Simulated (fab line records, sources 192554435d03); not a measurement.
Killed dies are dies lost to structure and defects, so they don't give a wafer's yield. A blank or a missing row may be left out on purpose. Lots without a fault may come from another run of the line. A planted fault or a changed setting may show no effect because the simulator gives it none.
Which tool did it? | flow n5_finfet | 11 lots, 33 wafers sampled, at 1 step of a route of 1938

WHAT THE GAUGES READ, wafer by wafer
N5_BEOL_M13_INSPECT_55: inspects for defects (darkfield).
lot  | measured     | on                | raw_defect_count
L587 | day 12 01:55 | defect_inspect-01 | 32 45 80
L591 | day 12 14:08 | defect_inspect-02 | 57 111 100
L589 | day 13 00:04 | defect_inspect-01 | 67 58 63
L593 | day 13 13:57 | defect_inspect-02 | 42 65 46
L604 | day 16 02:47 | defect_inspect-01 | 84 108 81
L603 | day 16 08:16 | defect_inspect-02 | 38 69 61
L605 | day 16 11:36 | defect_inspect-02 | 61 52 48
L607 | day 16 21:35 | defect_inspect-01 | 46 41 40
L606 | day 16 22:42 | defect_inspect-01 | 77 57 60
L608 | day 17 19:59 | defect_inspect-02 | 70 76 98
L609 | day 19 12:41 | defect_inspect-01 | 55 34 56

WHICH TOOL RAN EACH LOT (tool, then ch and the chambers of the sampled wafers, then the start)
The record holds no process step before these readings.

WHAT THE TOOLS THEMSELVES READ (means of the sampled wafers that have a number; where no wafer has one, the mark that the record gives instead)
The record holds no such reading with a usual standard deviation.

THE ANSWER, worked out from the rows above alone
Rule: what is usual is taken from the lots themselves. Put in order of their means at a reading, lots are off if they are a third of the lots or fewer, leave a main group of 4 or more, and stand apart from it by a gap of 3 or more times the standard deviation of the main group's means; of several such gaps the widest counts. A main group whose means are all the same, to the digits that the tables above print for the reading, isn't used. A lot without any number at a reading at which 4 lots or more have one is off too. The other lots that the step has rows for count as sound. The gauges are gone through in route order, then the tools' own readings, and for those a lot's mean is taken as printed above. The first step at which some lot is off is used, and at that step the reading that is off furthest; a lot without a number counts as furthest.
No lot is off at any reading shown: from this, nothing can be told.

WHAT THE SIMULATOR HAD PUT IN
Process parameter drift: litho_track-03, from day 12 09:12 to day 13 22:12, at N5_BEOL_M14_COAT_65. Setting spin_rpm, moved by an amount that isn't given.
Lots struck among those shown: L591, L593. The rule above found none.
